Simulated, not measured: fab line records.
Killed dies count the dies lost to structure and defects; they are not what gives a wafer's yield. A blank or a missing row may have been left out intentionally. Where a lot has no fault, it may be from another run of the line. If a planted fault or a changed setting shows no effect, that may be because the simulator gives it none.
fab line records	flow n5-finfet	part 1 of 2: steps 1 to 4 of 6
record lots=18	wafers=54	last-day=17
route steps=1938 shown SDB@363 HKMG_FIN@386 GATE_CUT@467
lots with no fault: from the same line, run without faults
start-h: start of the lot's first displayed wafer, in hours after the record's first day	wait-h: hours elapsed since this lot's preceding step	" the same as in the row above	L1.1+2: a single row standing in for several wafers	- no value present, or no start provided	* or withheld: withheld	< > ~ a bound
route shown NAME@n: a module of which the file shows steps, and the number in the route of the first	usual: mean/standard deviation taken from wafers without a fault	same: alike in all rows	chamber/n: place in a boat	sites: the reading at each site	_std_site: how widely they spread, as a standard deviation	_edge_site: mean of outer sites minus mean of inner sites	radius-mm: for every site, how far away it sits from the centre of the wafer	mask NAME#n: copy n	behind: the last tool/chamber to shape the wafer	hold: why the lot was held/for how many hours/how that ended	device: the transistor (n, p or np) that didn't switch	end of line: the same wafers' tests at the end of the route	where a step has no rows: the recipe by itself	killed: dies that structure and defects cost at the first sort, which is not the same as the wafer's yield	map: dies across one wafer; x = killed, . = not, _ = none there
set.NAME: the run value of the setting; set.NAME@STEP: its run value at that earlier step	model.NAME: the simulator's own value behind a step, which no gauge read
the route's steps for a sample of lots (tables are steps, rows are wafers)
services: when a tool's chamber went out of use (start-h, in hours from the record's first day, below 0 if earlier), for how many hours, and the reason
## steps
# step N5_SDB_STRIP_21
# recipe chemistry=CF4	resist=SiARC	power-w=300	bias-power-w=75	pressure-mtorr=50	cf4-flow-sccm=150	rf-frequency-hz=6e+07
# usual chamber-pressure-mTorr=50.00/0.046	drypump-motor-current-A=5.7/0.46	oes-product-au=0.81/0.087	rf-vpp-V=271.0/1.2	showerhead-plenum-p-Torr=1.79/0.038	throttle-valve-pct=13.59/0.27
lot.wafer	tool	chamber	start-h	wait-h	chamber-pressure-mTorr	drypump-motor-current-A	oes-product-au	rf-hours-counter-h	rf-vpp-V	showerhead-plenum-p-Torr	throttle-valve-pct
L074.2	rie-diel-05	0	69.40	0.0	50.04	5.1	0.91	19	269.5	1.77	13.27
L074.3	"	1	"	"	49.96	5.8	0.94	8	270.7	1.75	13.34
L074.4	"	2	"	"	50.04	6.7	0.75	145	271.2	1.79	13.96
L077.3	rie-diel-01	1	84.12	0.0	49.98	5.7	0.71	191	271.0	1.75	14.00
L077.5	"	2	"	"	49.94	5.3	0.78	-	273.7	1.86	13.51
L077.6	"	1	"	"	49.98	5.7	0.71	-	271.9	1.75	13.99
L078.2	rie-diel-01	1	93.07	0.0	49.93	5.7	0.71	194	270.1	1.75	14.00
L078.3	"	0	"	"	50.02	6.3	0.80	109	272.5	1.84	13.66
L078.4	"	2	"	"	50.02	5.3	0.78	105	274.1	1.86	13.53
L079.1	rie-diel-05	1	98.53	0.0	49.95	5.8	0.90	19	270.7	1.75	13.37
L079.2	"	2	"	"	50.02	6.7	0.74	152	270.4	1.79	13.97
L079.6	"	2	"	"	50.05	6.7	0.74	-	272.2	1.79	13.97
L080.1	rie-diel-05	1	101.54	0.0	50.01	5.8	0.90	20	270.5	1.75	13.38
L080.3	"	2	"	"	49.85	6.7	0.75	154	272.3	1.79	13.95
L080.4	"	2	"	"	50.06	6.7	0.74	-	270.4	1.79	13.97
L082.1	rie-diel-04	0	113.81	0.0	50.00	5.9	0.80	102	270.6	1.74	13.47
L082.3	"	1	"	"	50.00	5.4	0.88	30	271.5	1.81	13.43
L082.4	"	0	"	"	50.09	5.9	0.79	-	270.1	1.74	13.49
L083.1	rie-diel-04	1	118.40	0.0	49.99	5.5	0.87	31	271.4	1.81	13.44
L083.4	"	0	"	"	49.95	5.9	0.80	-	269.4	1.74	13.49
L083.5	"	1	"	"	49.98	5.5	0.88	-	271.3	1.81	13.44
L084.2	rie-diel-04	3	124.85	0.0	50.04	6.0	0.96	6	269.7	1.78	13.25
L084.3	"	2	"	"	49.99	5.4	0.97	2	269.9	1.75	13.16
L084.6	"	2	"	"	49.96	5.4	0.97	-	269.2	1.75	13.18
L085.2	rie-diel-01	3	133.60	0.0	49.97	6.0	0.82	81	271.6	1.82	13.67
L085.4	"	1	"	"	49.96	5.7	0.70	208	270.1	1.75	14.03
L085.5	"	1	"	"	49.99	5.7	0.70	-	271.0	1.75	14.02
L087.3	rie-diel-01	1	144.06	0.0	50.07	5.7	0.69	212	271.8	1.75	14.06
L087.5	"	2	"	"	50.01	5.3	0.76	-	272.3	1.85	13.57
L087.6	"	1	"	"	49.93	5.7	0.70	-	270.7	1.75	14.05
L089.1	rie-diel-05	2	154.64	0.0	49.94	6.7	0.72	174	271.8	1.78	14.01
L089.2	"	1	"	"	49.97	5.8	0.85	42	270.0	1.74	13.42
L089.3	"	0	"	"	50.07	5.1	0.85	54	269.7	1.76	13.35
L090.1	rie-diel-01	3	164.17	0.0	49.95	6.0	0.80	93	271.9	1.82	13.69
L090.3	"	1	"	"	50.08	5.7	0.69	219	270.6	1.75	14.06
L090.5	"	1	"	"	49.96	5.8	0.69	-	271.0	1.75	14.07
L091.2	rie-diel-05	3	165.90	0.0	49.97	5.0	0.93	19	270.4	1.78	13.43
L091.5	"	1	"	"	50.03	5.8	0.85	-	269.8	1.74	13.42
L091.6	"	0	"	"	49.96	5.1	0.85	-	268.8	1.76	13.37
L093.2	rie-diel-05	3	177.99	0.0	50.01	4.9	0.92	24	270.4	1.78	13.44
L093.3	"	2	"	"	49.96	6.7	0.72	185	271.2	1.78	14.04
L093.4	"	1	"	"	49.99	5.7	0.85	51	271.2	1.74	13.46
L094.3	rie-diel-01	0	189.47	0.0	50.06	6.3	0.78	143	271.5	1.83	13.72
L094.4	"	1	"	"	50.04	5.8	0.68	226	270.3	1.74	14.09
L094.6	"	1	"	"	50.05	5.8	0.68	-	269.7	1.74	14.06
L095.2	rie-diel-01	0	192.78	0.0	49.98	6.3	0.76	144	271.2	1.82	13.73
L095.5	"	3	"	"	49.89	6.0	0.78	-	270.5	1.81	13.69
L095.6	"	2	"	"	49.99	5.3	0.75	-	272.0	1.85	13.60
L096.4	rie-diel-04	0	200.04	0.0	49.98	5.9	0.76	131	269.4	1.73	13.54
L096.5	"	2	"	"	49.98	5.4	0.90	-	270.1	1.74	13.22
L096.6	"	1	"	"	49.97	5.4	0.83	-	273.0	1.80	13.50
L097.2	rie-diel-01	1	208.19	0.0	49.88	5.7	0.68	232	271.6	1.74	14.10
L097.4	"	2	"	"	49.99	5.3	0.74	144	271.6	1.85	13.62
L097.6	"	1	"	"	50.05	5.8	0.69	-	270.5	1.74	14.10
# step N5_HKMG_FIN_HK_ALD_01
# recipe material=HfO2	target-thk-a=16	temp-c=withheld	ald-precursor-family=HfCl4	ald-co-reactant=H2O	pulse-time-s=3	purge-time-s=3	co-reactant-purge-time-s=2.5	co-reactant-pulse-time-s=0.3	ald-cycles=30
# usual precursor-pulse-height-rel=0.998/0.02
lot.wafer	tool	chamber	start-h	wait-h	precursor-pulse-height-rel
L074.2	ald-hk-01	1	73.91	0.0	1.005
L074.3	"	0	"	"	0.996
L074.4	"	3	"	"	1.015
L077.3	ald-hk-02	1	88.70	0.0	1.001
L077.5	"	3	"	"	1.011
L077.6	"	2	"	"	1.019
L078.2	ald-hk-03	3	97.30	0.0	0.988
L078.3	"	1	"	"	1.050
L078.4	"	2	"	"	1.000
L079.1	ald-hk-01	0	103.17	0.0	0.976
L079.2	"	1	"	"	0.993
L079.6	"	0	"	"	1.008
L080.1	ald-hk-01	1	105.83	0.0	1.018
L080.3	"	3	"	"	0.999
L080.4	"	0	"	"	0.984
L082.1	ald-hk-01	3	118.04	0.0	1.032
L082.3	"	0	"	"	0.979
L082.4	"	1	"	"	0.988
L083.1	ald-hk-02	1	123.06	0.0	1.002
L083.4	"	0	"	"	1.011
L083.5	"	3	"	"	1.017
L084.2	ald-hk-02	3	129.12	0.1	0.988
L084.3	"	2	"	"	1.018
L084.6	"	1	"	"	0.982
L085.2	ald-hk-03	3	138.83	0.0	0.996
L085.4	"	0	"	"	0.997
L085.5	"	1	"	"	1.016
L087.3	ald-hk-02	3	148.41	0.1	0.973
L087.5	"	2	"	"	1.029
L087.6	"	3	"	"	1.006
L089.1	ald-hk-01	3	159.59	0.0	0.969
L089.2	"	0	"	"	0.969
L089.3	"	2	"	"	1.035
L090.1	ald-hk-03	3	168.62	0.0	1.015
L090.3	"	1	"	"	0.969
L090.5	"	3	"	"	0.968
L091.2	ald-hk-01	0	171.01	0.0	0.978
L091.5	"	2	"	"	1.006
L091.6	"	1	"	"	0.991
L093.2	ald-hk-03	0	182.21	0.0	1.014
L093.3	"	3	"	"	1.011
L093.4	"	1	"	"	1.007
L094.3	ald-hk-02	0	193.88	0.0	0.986
L094.4	"	3	"	"	0.999
L094.6	"	3	"	"	0.978
L095.2	ald-hk-01	0	197.04	0.0	0.969
L095.5	"	3	"	"	0.990
L095.6	"	0	"	"	0.991
L096.4	ald-hk-01	0	204.88	0.1	0.988
L096.5	"	0	"	"	0.983
L096.6	"	1	"	"	1.016
L097.2	ald-hk-01	3	212.65	0.1	1.004
L097.4	"	1	"	"	0.980
L097.6	"	0	"	"	0.998
# step N5_HKMG_FIN_DESCUM_53
# recipe chemistry=O2	time-s=7.9	source-power-w=50	bias-power-w=20	pressure-mtorr=20	rf-frequency-hz=2.712e+07	temp-c=40	resist=CAR-ArF	o2-flow-sccm=225
# usual chamber-pressure-mTorr=20.000/0.019	drypump-motor-current-A=5.7/0.52	oes-product-au=0.84/0.09	rf-vpp-V=242.8/0.9	showerhead-plenum-p-Torr=2.07/0.041	throttle-valve-pct=20.45/0.24
lot.wafer	tool	chamber	start-h	wait-h	chamber-pressure-mTorr	drypump-motor-current-A	oes-product-au	rf-hours-counter-h	rf-vpp-V	showerhead-plenum-p-Torr	throttle-valve-pct
L074.2	rie-diel-01	1	74.94	0.0	20.007	5.7	0.71	188	241.9	2.09	21.15
L074.3	"	3	"	"	20.047	6.0	0.84	60	242.8	2.10	20.38
L074.4	"	0	"	"	19.976	6.3	0.80	103	243.1	2.13	20.45
L077.3	rie-diel-04	2	89.88	0.2	19.994	5.4	0.69	247	243.2	2.08	20.72
L077.5	"	2	"	"	20.014	5.4	0.69	-	242.7	2.08	20.73
L077.6	"	3	"	"	19.985	6.0	0.68	-	241.8	2.06	20.54
L078.2	rie-diel-05	1	98.69	0.0	19.999	5.8	0.92	19	243.7	2.08	20.51
L078.3	"	2	"	"	20.018	6.7	0.75	152	243.4	2.07	20.78
L078.4	"	0	"	"	19.978	5.1	0.91	-	242.4	2.04	20.26
L079.1	rie-diel-01	2	104.93	0.7	19.995	5.3	0.79	110	244.2	2.18	20.34
L079.2	"	3	"	"	20.005	6.0	0.83	71	244.0	2.10	20.39
L079.6	"	0	"	"	20.004	6.3	0.79	-	243.4	2.12	20.47
L080.1	rie-diel-04	0	106.81	0.0	19.988	5.9	0.81	99	242.3	2.01	20.21
L080.3	"	2	"	"	19.989	5.4	0.69	254	241.7	2.08	20.73
L080.4	"	1	"	"	19.985	5.5	0.91	-	243.7	2.15	20.45
L082.1	rie-diel-04	0	119.27	0.4	19.996	5.9	0.80	104	243.9	2.01	20.23
L082.3	"	1	"	"	20.015	5.4	0.91	32	244.0	2.15	20.46
L082.4	"	2	"	"	19.981	5.3	1.01	0	242.6	2.08	20.21
L083.1	rie-diel-01	0	123.98	0.0	20.005	6.3	0.79	121	243.1	2.12	20.49
L083.4	"	2	"	"	19.993	5.3	0.78	116	244.2	2.18	20.36
L083.5	"	2	"	"	20.004	5.3	0.77	-	244.6	2.17	20.36
L084.2	rie-diel-04	2	130.31	0.0	19.972	5.3	0.97	4	243.2	2.07	20.22
L084.3	"	0	"	"	20.020	5.9	0.80	107	241.4	2.01	20.23
L084.6	"	1	"	"	20.034	5.4	0.91	-	242.9	2.15	20.44
L085.2	rie-diel-05	2	139.87	0.0	19.985	6.7	0.72	170	241.7	2.06	20.82
L085.4	"	3	"	"	19.962	5.0	0.98	9	242.9	2.05	20.20
L085.5	"	0	"	"	19.976	5.1	0.89	-	242.3	2.04	20.29
L087.3	rie-diel-01	1	149.60	0.0	20.008	5.7	0.70	214	242.1	2.08	21.19
L087.5	"	3	"	"	20.027	6.0	0.82	-	240.9	2.09	20.41
L087.6	"	0	"	"	20.018	6.3	0.78	-	243.5	2.12	20.49
L089.1	rie-diel-05	3	160.72	0.0	20.006	5.0	0.97	17	243.5	2.04	20.20
L089.2	"	1	"	"	19.987	5.8	0.87	44	242.0	2.07	20.55
L089.3	"	0	"	"	20.004	5.1	0.88	57	242.5	2.03	20.31
L090.1	rie-diel-04	2	169.67	0.0	20.004	5.4	0.92	15	242.2	2.07	20.22
L090.3	"	0	"	"	20.030	5.9	0.78	121	242.2	2.01	20.28
L090.5	"	2	"	"	19.987	5.4	0.92	-	241.8	2.07	20.24
L091.2	rie-diel-05	3	172.04	0.0	19.987	5.0	0.96	21	243.9	2.04	20.23
L091.5	"	1	"	"	19.975	5.7	0.87	-	242.3	2.07	20.57
L091.6	"	2	"	"	20.031	6.7	0.72	-	241.7	2.06	20.84
L093.2	rie-diel-05	2	183.72	0.5	20.038	6.6	0.72	186	243.3	2.06	20.82
L093.3	"	0	"	"	19.995	5.1	0.86	65	240.0	2.03	20.30
L093.4	"	1	"	"	19.987	5.8	0.86	53	241.2	2.06	20.56
L094.3	rie-diel-01	2	194.90	0.0	19.982	5.3	0.75	140	244.9	2.17	20.39
L094.4	"	0	"	"	19.994	6.3	0.76	145	243.0	2.11	20.52
L094.6	"	3	"	"	19.970	6.0	0.80	-	242.1	2.09	20.42
L095.2	rie-diel-05	1	198.19	0.2	19.958	5.8	0.85	58	243.2	2.06	20.57
L095.5	"	1	"	"	19.997	5.8	0.86	-	242.1	2.06	20.56
L095.6	"	0	"	"	19.968	5.1	0.86	-	241.5	2.03	20.33
L096.4	rie-diel-04	2	206.24	0.0	19.995	5.4	0.90	27	241.2	2.07	20.25
L096.5	"	3	"	"	20.027	6.0	0.92	-	243.1	2.05	20.22
L096.6	"	2	"	"	20.022	5.4	0.90	-	242.0	2.07	20.25
L097.2	rie-diel-05	3	214.30	0.4	20.019	5.0	0.92	35	241.7	2.04	20.24
L097.4	"	1	"	"	19.971	5.8	0.84	64	243.0	2.06	20.59
L097.6	"	1	"	"	20.004	5.8	0.84	-	242.8	2.06	20.57
# step N5_HKMG_FIN_DESCUM_17
# recipe chemistry=O2	time-s=7.9	source-power-w=50	bias-power-w=20	pressure-mtorr=20	rf-frequency-hz=2.712e+07	temp-c=40	resist=CAR-ArF	o2-flow-sccm=225
# usual chamber-pressure-mTorr=20.000/0.017	drypump-motor-current-A=5.8/0.44	oes-product-au=0.83/0.089	rf-vpp-V=243.0/1.1	showerhead-plenum-p-Torr=2.08/0.048	throttle-valve-pct=20.46/0.28
lot.wafer	tool	chamber	start-h	wait-h	chamber-pressure-mTorr	drypump-motor-current-A	oes-product-au	rf-hours-counter-h	rf-vpp-V	showerhead-plenum-p-Torr	throttle-valve-pct
L074.2	rie-diel-04	2	78.20	0.0	19.993	5.3	0.69	243	243.3	2.08	20.72
L074.3	"	1	"	"	19.989	5.4	0.95	15	243.9	2.15	20.41
L074.4	"	3	"	"	19.983	6.0	0.67	246	241.9	2.06	20.54
L077.3	rie-diel-01	0	93.25	0.0	19.987	6.3	0.81	109	244.2	2.12	20.48
L077.5	"	0	"	"	19.990	6.3	0.80	-	243.3	2.12	20.46
L077.6	"	3	"	"	20.012	6.0	0.83	-	242.6	2.10	20.38
L078.2	rie-diel-05	1	102.09	0.1	20.015	5.8	0.92	21	241.9	2.08	20.51
L078.3	"	2	"	"	19.987	6.7	0.74	154	243.2	2.07	20.78
L078.4	"	0	"	"	20.015	5.1	0.91	-	241.4	2.04	20.26
L079.1	rie-diel-04	0	108.42	0.0	19.996	5.9	0.80	100	243.0	2.01	20.23
L079.2	"	3	"	"	19.986	6.0	1.03	0	243.5	2.06	20.17
L079.6	"	0	"	"	19.997	5.9	0.81	-	243.2	2.01	20.22
L080.1	rie-diel-05	2	110.66	0.0	19.996	6.7	0.74	158	243.2	2.07	20.80
L080.3	"	0	"	"	19.994	5.1	0.91	37	242.3	2.04	20.28
L080.4	"	2	"	"	20.025	6.7	0.74	-	244.5	2.07	20.78
L082.1	rie-diel-05	2	122.76	0.0	20.009	6.7	0.74	164	242.0	2.07	20.79
L082.3	"	0	"	"	20.017	5.1	0.89	42	242.2	2.04	20.28
L082.4	"	1	"	"	19.982	5.8	0.90	31	241.1	2.07	20.53
L083.1	rie-diel-05	0	127.46	0.0	19.999	5.1	0.89	44	242.5	2.04	20.29
L083.4	"	2	"	"	19.987	6.7	0.73	165	243.1	2.07	20.79
L083.5	"	2	"	"	19.995	6.7	0.73	-	243.7	2.07	20.80
L084.2	rie-diel-04	0	133.76	0.1	20.017	5.9	0.80	110	241.8	2.01	20.22
L084.3	"	3	"	"	20.013	6.0	0.97	9	243.0	2.06	20.18
L084.6	"	3	"	"	19.988	5.9	0.96	-	242.3	2.06	20.17
L085.2	rie-diel-01	2	143.35	0.0	20.003	5.3	0.77	123	245.2	2.17	20.38
L085.4	"	1	"	"	19.996	5.8	0.69	211	243.2	2.09	21.17
L085.5	"	0	"	"	20.002	6.3	0.77	-	245.2	2.12	20.50
L087.3	rie-diel-01	3	152.98	0.0	20.002	6.0	0.81	89	242.9	2.09	20.42
L087.5	"	0	"	"	20.027	6.3	0.77	-	244.5	2.12	20.49
L087.6	"	3	"	"	19.980	6.0	0.81	-	242.1	2.09	20.42
L089.1	rie-diel-05	1	164.23	0.0	19.986	5.8	0.87	45	242.1	2.07	20.55
L089.2	"	2	"	"	19.972	6.7	0.72	178	244.0	2.06	20.83
L089.3	"	0	"	"	20.004	5.1	0.87	58	242.1	2.03	20.29
L090.1	rie-diel-04	1	173.05	0.0	20.017	5.5	0.88	50	244.0	2.14	20.47
L090.3	"	0	"	"	20.020	5.9	0.79	122	242.4	2.01	20.27
L090.5	"	3	"	"	20.002	6.0	0.94	-	242.4	2.05	20.20
L091.2	rie-diel-04	1	175.42	0.0	19.980	5.4	0.87	51	243.5	2.14	20.47
L091.5	"	0	"	"	20.030	6.0	0.78	-	241.6	2.00	20.26
L091.6	"	1	"	"	19.967	5.4	0.88	-	243.9	2.14	20.47
L093.2	rie-diel-04	0	187.09	0.0	20.045	5.9	0.78	127	240.9	2.00	20.26
L093.3	"	3	"	"	19.990	6.0	0.93	25	242.2	2.05	20.20
L093.4	"	1	"	"	20.006	5.4	0.87	56	244.0	2.14	20.45
L094.3	rie-diel-01	1	198.34	0.0	19.992	5.7	0.69	229	243.3	2.08	21.22
L094.4	"	2	"	"	19.999	5.3	0.76	141	244.0	2.17	20.39
L094.6	"	2	"	"	19.979	5.3	0.75	-	244.3	2.17	20.37
L095.2	rie-diel-04	3	201.72	0.0	20.040	6.0	0.92	30	242.3	2.05	20.21
L095.5	"	0	"	"	19.989	5.9	0.78	-	242.6	2.00	20.29
L095.6	"	1	"	"	20.028	5.4	0.86	-	242.8	2.14	20.48
L096.4	rie-diel-04	2	209.93	0.2	19.982	5.4	0.91	28	242.3	2.06	20.25
L096.5	"	0	"	"	19.978	6.0	0.78	-	242.1	2.00	20.28
L096.6	"	3	"	"	20.005	6.0	0.91	-	242.7	2.05	20.20
L097.2	rie-diel-01	3	217.87	0.0	19.978	6.0	0.79	110	242.8	2.09	20.44
L097.4	"	1	"	"	19.994	5.7	0.68	235	242.1	2.08	21.20
L097.6	"	3	"	"	20.024	6.0	0.79	-	244.5	2.09	20.43
